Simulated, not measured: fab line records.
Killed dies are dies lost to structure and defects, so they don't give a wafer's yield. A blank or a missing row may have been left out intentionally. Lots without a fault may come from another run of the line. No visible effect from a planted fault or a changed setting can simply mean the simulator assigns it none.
The tool behind it: which one? | flow nand harc | 57 wafers from 19 lots sampled at 6 of the route's 1159 steps

== WHAT THE GAUGES READ, wafer by wafer ==
No reading from a measuring or inspecting step in the record can be judged against a usual standard deviation.

== WHAT TOOL EACH LOT RAN ON (gives the tool, then ch and the chambers of the sampled wafers, and finally the start) ==
lot  | NHARC_A_STAIRCASE_ETCH_190                    | NHARC_A_STAIRCASE_TRIM_191                    | NHARC_A_STAIRCASE_ETCH_194                    | NHARC_A_STAIRCASE_ETCH_199                    | NHARC_A_STAIRCASE_TRIM_202                    | NHARC_A_STAIRCASE_ETCH_313
L076 | rie diel-02 ch 1,2,3, day 12 04:25 or earlier | rie diel-02 ch 1,2, day 12 04:25 or earlier   | rie diel-02 ch 0,1,3, day 12 04:25 or earlier | rie diel-02 ch 0,1,3, day 12 04:25 or earlier | rie diel-02 ch 2,3, day 12 04:25 or earlier   | rie diel-02 ch 1,3, day 12 04:25
L077 | rie diel-02 ch 0,1,2, day 12 14:49 or earlier | rie diel-02 ch 0,2,3, day 12 14:49 or earlier | rie diel-02 ch 0,2,3, day 12 14:49 or earlier | rie diel-02 ch 0,1,2, day 12 14:49 or earlier | rie diel-02 ch 0,2,3, day 12 14:49 or earlier | rie diel-04 ch 0,2,3, day 12 14:49
L078 | rie diel-04 ch 1,2, day 12 14:31 or earlier   | rie diel-04 ch 0,3, day 12 14:31 or earlier   | rie diel-04 ch 0,2,3, day 12 14:31 or earlier | rie diel-13 ch 2,3, day 12 14:31 or earlier   | rie diel-13 ch 1,2,3, day 12 14:31 or earlier | rie diel-02 ch 1,2, day 12 14:31
L079 | rie diel-04 ch 0,2,3, day 12 22:10 or earlier | rie diel-04 ch 0,1,3, day 12 22:10 or earlier | rie diel-04 ch 1,2,3, day 12 22:10 or earlier | rie diel-02 ch 0,1,2, day 12 22:10 or earlier | rie diel-02 ch 0,1,3, day 12 22:10 or earlier | rie diel-13 ch 0,1,3, day 12 22:10
L082 | rie diel-02 ch 1,2,3, day 13 14:52 or earlier | rie diel-02 ch 0,1,3, day 13 14:52 or earlier | rie diel-02 ch 1,3, day 13 14:52 or earlier   | rie diel-04 ch 0,2, day 13 14:52 or earlier   | rie diel-04 ch 0,1,3, day 13 14:52 or earlier | rie diel-02 ch 0,1, day 13 14:52
L080 | rie diel-02 ch 0,2, day 13 19:28 or earlier   | rie diel-02 ch 0,1,3, day 13 19:28 or earlier | rie diel-02 ch 0,2,3, day 13 19:28 or earlier | rie diel-04 ch 1,2, day 13 19:28 or earlier   | rie diel-04 ch 0,1,2, day 13 19:28 or earlier | rie diel-02 ch 0,2,3, day 13 19:28
L081 | rie diel-02 ch 0,1,2, day 13 17:26 or earlier | rie diel-02 ch 2,3, day 13 17:26 or earlier   | rie diel-02 ch 0,1,2, day 13 17:26 or earlier | rie diel-02 ch 1,2, day 13 17:26 or earlier   | rie diel-02 ch 1,2, day 13 17:26 or earlier   | rie diel-02 ch 1,2, day 13 17:26
L084 | rie diel-04 ch 0,1,3, day 14 04:58 or earlier | rie diel-04 ch 0,2,3, day 14 04:58 or earlier | rie diel-04 ch 0,1,2, day 14 04:58 or earlier | rie diel-04 ch 0,1,3, day 14 04:58 or earlier | rie diel-04 ch 0,2,3, day 14 04:58 or earlier | rie diel-13 ch 1,2,3, day 14 04:58
L087 | rie diel-04 ch 0,2, day 15 00:16 or earlier   | rie diel-04 ch 0,2, day 15 00:16 or earlier   | rie diel-04 ch 0,1,3, day 15 00:16 or earlier | rie diel-04 ch 0,2, day 15 00:16 or earlier   | rie diel-04 ch 0,3, day 15 00:16 or earlier   | rie diel-13 ch 0,1, day 15 00:16
L086 | rie diel-02 ch 0,1,2, day 15 00:56 or earlier | rie diel-02 ch 0,2,3, day 15 00:56 or earlier | rie diel-02 ch 1,3, day 15 00:56 or earlier   | rie diel-13 ch 2,3, day 15 00:56 or earlier   | rie diel-13 ch 1,2,3, day 15 00:56 or earlier | rie diel-13 ch 0,3, day 15 00:56
L085 | rie diel-04 ch 0,1,3, day 15 07:53 or earlier | rie diel-04 ch 2,3, day 15 07:53 or earlier   | rie diel-04 ch 0,2,3, day 15 07:53 or earlier | rie diel-02 ch 1,2, day 15 07:53 or earlier   | rie diel-02 ch 0,1, day 15 07:53 or earlier   | rie diel-02 ch 0,3, day 15 07:53
L090 | rie diel-13 ch 0,1,3, day 15 19:41 or earlier | rie diel-13 ch 0,1,3, day 15 19:41 or earlier | rie diel-13 ch 0,1,3, day 15 19:41 or earlier | rie diel-13 ch 0,1,3, day 15 19:41 or earlier | rie diel-13 ch 0,1, day 15 19:41 or earlier   | rie diel-04 ch 1,2,3, day 15 19:41
L089 | rie diel-13 ch 0,2,3, day 15 18:26 or earlier | rie diel-13 ch 0,1,2, day 15 18:26 or earlier | rie diel-13 ch 0,1,3, day 15 18:26 or earlier | rie diel-04 ch 0,2,3, day 15 18:26 or earlier | rie diel-04 ch 0,1,2, day 15 18:26 or earlier | rie diel-04 ch 0,2,3, day 15 18:26
L091 | rie diel-13 ch 0,2,3, day 15 23:22 or earlier | rie diel-13 ch 0,3, day 15 23:22 or earlier   | rie diel-13 ch 0,1, day 15 23:22 or earlier   | rie diel-13 ch 1,2,3, day 15 23:22 or earlier | rie diel-13 ch 0,1, day 15 23:22 or earlier   | rie diel-02 ch 1,2,3, day 15 23:22
L092 | rie diel-04 ch 0,2,3, day 16 01:10 or earlier | rie diel-04 ch 0,3, day 16 01:10 or earlier   | rie diel-04 ch 1,2,3, day 16 01:10 or earlier | rie diel-04 ch 0,1,2, day 16 01:10 or earlier | rie diel-04 ch 0,1,2, day 16 01:10 or earlier | rie diel-04 ch 0,3, day 16 01:10
L094 | rie diel-04 ch 0,2,3, day 16 10:17 or earlier | rie diel-04 ch 0,1,3, day 16 10:17 or earlier | rie diel-04 ch 1,2,3, day 16 10:17 or earlier | rie diel-02 ch 2,3, day 16 10:17 or earlier   | rie diel-02 ch 0,2,3, day 16 10:17 or earlier | rie diel-04 ch 0,2, day 16 10:17
L095 | rie diel-02 ch 0,3, day 16 22:36 or earlier   | rie diel-02 ch 2,3, day 16 22:36 or earlier   | rie diel-02 ch 1,2,3, day 16 22:36 or earlier | rie diel-02 ch 0,2,3, day 16 22:36 or earlier | rie diel-02 ch 0,1,2, day 16 22:36 or earlier | rie diel-02 ch 0,1, day 16 22:36
L096 | rie diel-04 ch 1,2,3, day 16 23:29 or earlier | rie diel-04 ch 0,2,3, day 16 23:29 or earlier | rie diel-04 ch 0,1,3, day 16 23:29 or earlier | rie diel-13 ch 0,1,3, day 16 23:29 or earlier | rie diel-13 ch 1,2,3, day 16 23:29 or earlier | rie diel-13 ch 0,2,3, day 16 23:29
L097 | rie diel-02 ch 1,2,3, day 17 14:46 or earlier | rie diel-02 ch 0,2,3, day 17 14:46 or earlier | rie diel-02 ch 1,2,3, day 17 14:46 or earlier | rie diel-04 ch 0,2, day 17 14:46 or earlier   | rie diel-04 ch 0,1, day 17 14:46 or earlier   | rie diel-02 ch 0,2,3, day 17 14:46
- NHARC_A_STAIRCASE_ETCH_190: etches the open film in C4F8/O2, target depth 100 nm, time 40.5 s.
- NHARC_A_STAIRCASE_TRIM_191: chemistry O2, time 211.2 s.
- NHARC_A_STAIRCASE_ETCH_194: etches the open film in C4F8/O2, target depth 100 nm, time 40.5 s.
- NHARC_A_STAIRCASE_ETCH_199: etches the open film in C4F8/O2, target depth 100 nm, time 40.5 s.
- NHARC_A_STAIRCASE_TRIM_202: chemistry O2, time 211.2 s.
- NHARC_A_STAIRCASE_ETCH_313: etches the open film in CF4/CHF3.

== WHAT THE TOOLS THEMSELVES READ (means of the sampled wafers that have a number; where no wafer has one, the mark that the record gives instead) ==
NHARC_A_STAIRCASE_ETCH_190. Usual: chamber pressure mTorr 25.004 mTorr, standard deviation 0.021; oes product au 0.941 a.u., standard deviation 0.013; rf vpp V 894 V, standard deviation 5.3.
lot  | tool        | chamber pressure mTorr (mTorr) | oes product au (a.u.) | rf vpp V (V) | flag
L076 | rie diel-02 | 25.004                         | 0.949                 | 897          |
L077 | rie diel-02 | 24.999                         | 0.941                 | 894          |
L078 | rie diel-04 | 25.005                         | 0.961                 | 894          |
L079 | rie diel-04 | 24.991                         | 0.930                 | 888          |
L082 | rie diel-02 | 25.006                         | 0.940                 | 896          |
L080 | rie diel-02 | 25.016                         | 0.930                 | 895          |
L081 | rie diel-02 | 25.006                         | 0.937                 | 894          |
L084 | rie diel-04 | 25.006                         | 0.946                 | 892          |
L087 | rie diel-04 | 25.034                         | 0.941                 | 894          |
L086 | rie diel-02 | 24.977                         | 0.941                 | 894          |
L085 | rie diel-04 | 24.988                         | 0.939                 | 891          |
L090 | rie diel-13 | 25.017                         | 0.941                 | 896          |
L089 | rie diel-13 | 25.012                         | 0.929                 | 896          |
L091 | rie diel-13 | 24.989                         | 0.948                 | 895          |
L092 | rie diel-04 | 25.013                         | 0.939                 | 895          |
L094 | rie diel-04 | 25.013                         | 0.934                 | 894          |
L095 | rie diel-02 | 24.993                         | 0.938                 | 898          |
L096 | rie diel-04 | 25.002                         | 0.956                 | 897          |
L097 | rie diel-02 | 24.996                         | 0.942                 | 895          |

NHARC_A_STAIRCASE_TRIM_191. Usual: chamber pressure mTorr 60.00 mTorr, standard deviation 0.053; drypump motor current A 5.9 A, standard deviation 0.4; mfc ar sccm 0.012 sccm, standard deviation 0.015; o2 flow sccm 500.0 sccm, standard deviation 1.4; oes product au 1.005 a.u., standard deviation 0.011; rf vpp V 57.6 V, standard deviation 1; showerhead plenum p Torr 3.49 Torr, standard deviation 0.15; throttle valve pct 17.037 %, standard deviation 0.0083.
lot  | tool        | chamber pressure mTorr (mTorr) | drypump motor current A (A) | mfc ar sccm (sccm) | o2 flow sccm (sccm) | oes product au (a.u.) | rf vpp V (V) | showerhead plenum p Torr (Torr) | throttle valve pct (%) | flag
L076 | rie diel-02 | 59.96                          | 5.7                         | 0.001              | 498.9               | 1.002                 | 57.2         | 3.47                            | 17.033                 |
L077 | rie diel-02 | 59.98                          | 5.7                         | 0.014              | 499.7               | 1.015                 | 58.0         | 3.56                            | 17.041                 |
L078 | rie diel-04 | 59.99                          | 5.9                         | 0.010              | 497.7               | 1.005                 | 56.5         | 3.34                            | 17.033                 |
L079 | rie diel-04 | 60.01                          | 6.2                         | 0.014              | 500.3               | 1.018                 | 58.0         | 3.41                            | 17.026                 |
L082 | rie diel-02 | 59.99                          | 5.5                         | 0.014              | 499.7               | 1.003                 | 57.2         | 3.52                            | 17.041                 |
L080 | rie diel-02 | 60.05                          | 5.5                         | 0.014              | 498.6               | 1.002                 | 57.7         | 3.52                            | 17.036                 |
L081 | rie diel-02 | 59.99                          | 5.6                         | 0.000              | 499.6               | 1.010                 | 57.9         | 3.61                            | 17.043                 |
L084 | rie diel-04 | 59.97                          | 6.1                         | 0.005              | 499.0               | 1.002                 | 57.1         | 3.50                            | 17.033                 |
L087 | rie diel-04 | 59.99                          | 6.1                         | 0.005              | 500.5               | 0.996                 | 57.4         | 3.64                            | 17.038                 |
L086 | rie diel-02 | 60.00                          | 5.6                         | 0.014              | 499.4               | 1.012                 | 57.9         | 3.55                            | 17.042                 |
L085 | rie diel-04 | 60.03                          | 6.3                         | 0.000              | 501.5               | 1.000                 | 57.4         | 3.66                            | 17.037                 |
L090 | rie diel-13 | 60.00                          | 5.7                         | 0.025              | 500.1               | 0.998                 | 57.5         | 3.53                            | 17.039                 |
L089 | rie diel-13 | 60.00                          | 5.8                         | 0.020              | 500.0               | 0.998                 | 57.1         | 3.42                            | 17.033                 |
L091 | rie diel-13 | 60.06                          | 5.3                         | 0.033              | 501.2               | 1.002                 | 57.6         | 3.48                            | 17.032                 |
L092 | rie diel-04 | 60.01                          | 6.0                         | 0.005              | 499.2               | 1.004                 | 57.0         | 3.34                            | 17.042                 |
L094 | rie diel-04 | 59.96                          | 6.2                         | 0.014              | 499.8               | 1.008                 | 57.5         | 3.40                            | 17.041                 |
L095 | rie diel-02 | 60.00                          | 5.6                         | 0.000              | 501.3               | 0.999                 | 57.7         | 3.60                            | 17.038                 |
L096 | rie diel-04 | 60.01                          | 6.1                         | 0.005              | 500.2               | 0.994                 | 57.6         | 3.48                            | 17.035                 |
L097 | rie diel-02 | 60.03                          | 5.6                         | 0.014              | 500.5               | 0.999                 | 58.1         | 3.53                            | 17.035                 |

NHARC_A_STAIRCASE_ETCH_194. Usual: chamber pressure mTorr 24.997 mTorr, standard deviation 0.024; oes product au 0.945 a.u., standard deviation 0.013; rf vpp V 895 V, standard deviation 5.5.
lot  | tool        | chamber pressure mTorr (mTorr) | oes product au (a.u.) | rf vpp V (V) | flag
L076 | rie diel-02 | 25.000                         | 0.953                 | 896          |
L077 | rie diel-02 | 24.990                         | 0.951                 | 897          |
L078 | rie diel-04 | 24.982                         | 0.939                 | 890          |
L079 | rie diel-04 | 25.001                         | 0.950                 | 891          |
L082 | rie diel-02 | 25.010                         | 0.947                 | 898          |
L080 | rie diel-02 | 24.987                         | 0.946                 | 898          |
L081 | rie diel-02 | 25.004                         | 0.944                 | 895          |
L084 | rie diel-04 | 24.985                         | 0.956                 | 897          |
L087 | rie diel-04 | 25.017                         | 0.943                 | 891          |
L086 | rie diel-02 | 24.992                         | 0.950                 | 897          |
L085 | rie diel-04 | 24.997                         | 0.945                 | 894          |
L090 | rie diel-13 | 24.997                         | 0.929                 | 896          |
L089 | rie diel-13 | 24.992                         | 0.925                 | 895          |
L091 | rie diel-13 | 24.975                         | 0.947                 | 892          |
L092 | rie diel-04 | 25.017                         | 0.940                 | 897          |
L094 | rie diel-04 | 25.001                         | 0.943                 | 896          |
L095 | rie diel-02 | 24.988                         | 0.941                 | 897          |
L096 | rie diel-04 | 24.993                         | 0.942                 | 891          |
L097 | rie diel-02 | 24.998                         | 0.941                 | 895          |

NHARC_A_STAIRCASE_ETCH_199. Usual: chamber pressure mTorr 25.001 mTorr, standard deviation 0.022; oes product au 0.947 a.u., standard deviation 0.014; rf vpp V 895 V, standard deviation 5.3.
lot  | tool        | chamber pressure mTorr (mTorr) | oes product au (a.u.) | rf vpp V (V) | flag
L076 | rie diel-02 | 25.010                         | 0.958                 | 896          |
L077 | rie diel-02 | 24.985                         | 0.936                 | 894          |
L078 | rie diel-13 | 25.007                         | 0.953                 | 897          |
L079 | rie diel-02 | 24.997                         | 0.958                 | 895          |
L082 | rie diel-04 | 24.994                         | 0.956                 | 887          |
L080 | rie diel-04 | 24.986                         | 0.958                 | 893          |
L081 | rie diel-02 | 25.002                         | 0.937                 | 894          |
L084 | rie diel-04 | 25.015                         | 0.950                 | 892          |
L087 | rie diel-04 | 25.017                         | 0.930                 | 894          |
L086 | rie diel-13 | 24.986                         | 0.939                 | 900          |
L085 | rie diel-02 | 24.977                         | 0.956                 | 893          |
L090 | rie diel-13 | 25.008                         | 0.926                 | 896          |
L089 | rie diel-04 | 25.009                         | 0.940                 | 894          |
L091 | rie diel-13 | 24.999                         | 0.950                 | 897          |
L092 | rie diel-04 | 24.996                         | 0.942                 | 896          |
L094 | rie diel-02 | 24.991                         | 0.966                 | 896          |
L095 | rie diel-02 | 24.984                         | 0.943                 | 896          |
L096 | rie diel-13 | 25.023                         | 0.948                 | 895          |
L097 | rie diel-04 | 24.998                         | 0.927                 | 898          |

NHARC_A_STAIRCASE_TRIM_202. Usual: chamber pressure mTorr 60.00 mTorr, standard deviation 0.057; drypump motor current A 5.9 A, standard deviation 0.41; mfc ar sccm 0.013 sccm, standard deviation 0.015; o2 flow sccm 500.1 sccm, standard deviation 1.4; oes product au 1.002 a.u., standard deviation 0.013; rf vpp V 57.6 V, standard deviation 0.88; showerhead plenum p Torr 3.50 Torr, standard deviation 0.14; throttle valve pct 17.037 %, standard deviation 0.0084.
lot  | tool        | chamber pressure mTorr (mTorr) | drypump motor current A (A) | mfc ar sccm (sccm) | o2 flow sccm (sccm) | oes product au (a.u.) | rf vpp V (V) | showerhead plenum p Torr (Torr) | throttle valve pct (%) | flag
L076 | rie diel-02 | 59.97                          | 5.6                         | 0.000              | 500.1               | 1.008                 | 57.3         | 3.62                            | 17.041                 |
L077 | rie diel-02 | 60.00                          | 5.7                         | 0.014              | 501.0               | 1.016                 | 58.5         | 3.56                            | 17.040                 |
L078 | rie diel-13 | 59.97                          | 5.9                         | 0.017              | 498.6               | 1.007                 | 58.1         | 3.57                            | 17.029                 |
L079 | rie diel-02 | 60.11                          | 5.4                         | 0.014              | 500.6               | 0.999                 | 57.5         | 3.53                            | 17.035                 |
L082 | rie diel-04 | 60.01                          | 6.2                         | 0.014              | 500.3               | 1.007                 | 56.7         | 3.41                            | 17.032                 |
L080 | rie diel-04 | 59.98                          | 6.2                         | 0.014              | 501.0               | 1.012                 | 57.3         | 3.38                            | 17.041                 |
L081 | rie diel-02 | 59.95                          | 5.8                         | 0.001              | 501.2               | 1.000                 | 58.3         | 3.46                            | 17.027                 |
L084 | rie diel-04 | 59.97                          | 6.1                         | 0.005              | 500.7               | 0.991                 | 57.7         | 3.50                            | 17.037                 |
L087 | rie diel-04 | 60.03                          | 6.0                         | 0.005              | 499.5               | 0.998                 | 56.7         | 3.35                            | 17.036                 |
L086 | rie diel-13 | 60.01                          | 5.8                         | 0.017              | 500.5               | 1.000                 | 57.8         | 3.57                            | 17.034                 |
L085 | rie diel-02 | 59.97                          | 5.5                         | 0.015              | 499.8               | 1.000                 | 56.7         | 3.44                            | 17.034                 |
L090 | rie diel-13 | 60.01                          | 6.0                         | 0.021              | 498.3               | 1.011                 | 57.4         | 3.43                            | 17.043                 |
L089 | rie diel-04 | 60.01                          | 6.2                         | 0.014              | 500.2               | 0.996                 | 57.6         | 3.55                            | 17.033                 |
L091 | rie diel-13 | 59.98                          | 5.6                         | 0.029              | 499.8               | 1.001                 | 58.3         | 3.39                            | 17.033                 |
L092 | rie diel-04 | 60.07                          | 6.2                         | 0.014              | 500.0               | 1.003                 | 58.0         | 3.55                            | 17.035                 |
L094 | rie diel-02 | 59.94                          | 5.7                         | 0.014              | 500.5               | 0.993                 | 57.7         | 3.54                            | 17.040                 |
L095 | rie diel-02 | 59.97                          | 5.7                         | 0.014              | 497.1               | 0.984                 | 57.0         | 3.46                            | 17.036                 |
L096 | rie diel-13 | 60.00                          | 5.9                         | 0.017              | 498.9               | 0.994                 | 57.4         | 3.56                            | 17.039                 |
L097 | rie diel-04 | 59.97                          | 6.0                         | 0.019              | 501.6               | 1.014                 | 57.0         | 3.37                            | 17.040                 |

NHARC_A_STAIRCASE_ETCH_313. Usual: chamber pressure mTorr 24.998 mTorr, standard deviation 0.025; chf3 flow sccm 30.00 sccm, standard deviation 0.094; drypump motor current A 5.8 A, standard deviation 0.4; mfc ar sccm 0.013 sccm, standard deviation 0.015; oes product au 0.936 a.u., standard deviation 0.021; rf vpp V 370.1 V, standard deviation 2.3; showerhead plenum p Torr 1.56 Torr, standard deviation 0.065; throttle valve pct 16.802 %, standard deviation 0.0084.
lot  | tool        | chamber pressure mTorr (mTorr) | chf3 flow sccm (sccm) | drypump motor current A (A) | mfc ar sccm (sccm) | oes product au (a.u.) | rf vpp V (V) | showerhead plenum p Torr (Torr) | throttle valve pct (%) | flag
L076 | rie diel-02 | 25.011                         | 30.06                 | 5.4                         | 0.001              | 0.925                 | 370.9        | 1.57                            | 16.799                 |
L077 | rie diel-04 | 24.985                         | 29.97                 | 6.1                         | 0.005              | 0.926                 | 367.2        | 1.48                            | 16.798                 |
L078 | rie diel-02 | 25.014                         | 30.11                 | 5.9                         | 0.001              | 0.975                 | 370.9        | 1.56                            | 16.804                 |
L079 | rie diel-13 | 24.985                         | 30.03                 | 5.7                         | 0.025              | 0.968                 | 370.6        | 1.58                            | 16.809                 |
L082 | rie diel-02 | 24.995                         | 30.04                 | 5.5                         | 0.028              | 0.929                 | 369.0        | 1.54                            | 16.792                 |
L080 | rie diel-02 | 25.037                         | 30.05                 | 5.6                         | 0.014              | 0.923                 | 370.6        | 1.58                            | 16.795                 |
L081 | rie diel-02 | 24.982                         | 30.02                 | 5.7                         | 0.001              | 0.920                 | 369.9        | 1.54                            | 16.801                 |
L084 | rie diel-13 | 24.986                         | 30.02                 | 5.8                         | 0.017              | 0.917                 | 371.6        | 1.59                            | 16.803                 |
L087 | rie diel-13 | 24.994                         | 30.07                 | 6.0                         | 0.021              | 0.936                 | 369.3        | 1.53                            | 16.807                 |
L086 | rie diel-13 | 25.010                         | 29.97                 | 5.4                         | 0.029              | 0.924                 | 371.8        | 1.62                            | 16.809                 |
L085 | rie diel-02 | 24.995                         | 30.00                 | 5.4                         | 0.027              | 0.974                 | 371.1        | 1.58                            | 16.800                 |
L090 | rie diel-04 | 24.995                         | 30.07                 | 6.3                         | 0.009              | 0.922                 | 371.2        | 1.59                            | 16.813                 |
L089 | rie diel-04 | 25.004                         | 29.99                 | 6.1                         | 0.005              | 0.919                 | 371.0        | 1.56                            | 16.794                 |
L091 | rie diel-02 | 24.987                         | 30.01                 | 5.7                         | 0.001              | 0.972                 | 370.3        | 1.57                            | 16.802                 |
L092 | rie diel-04 | 25.014                         | 30.02                 | 5.9                         | 0.010              | 0.922                 | 367.5        | 1.48                            | 16.799                 |
L094 | rie diel-04 | 24.978                         | 30.07                 | 6.0                         | 0.010              | 0.955                 | 369.8        | 1.54                            | 16.804                 |
L095 | rie diel-02 | 24.996                         | 30.04                 | 5.4                         | 0.028              | 0.920                 | 370.0        | 1.54                            | 16.796                 |
L096 | rie diel-13 | 25.009                         | 29.93                 | 5.5                         | 0.024              | 0.921                 | 370.3        | 1.56                            | 16.801                 |
L097 | rie diel-02 | 24.966                         | 29.93                 | 5.6                         | 0.014              | 0.929                 | 370.7        | 1.57                            | 16.804                 |

== THE ANSWER, worked out from the rows above alone ==
Rule: a lot counts as off when the mean over its wafers that have a number is more than 3 standard deviations away from the usual mean. A lot without any number at a reading at which 4 lots or more have one is off too. The other lots that the step has rows for count as sound. The gauges are gone through in route order, then the tools' own readings, and for those a lot's mean is taken as printed above. The first step at which some lot is off is used, and at that step the reading that is off furthest; a lot without a number counts as furthest.
No lot is off on any of the readings shown, so nothing can be concluded from this.

== WHAT HAD BEEN PUT IN BY THE SIMULATOR ==
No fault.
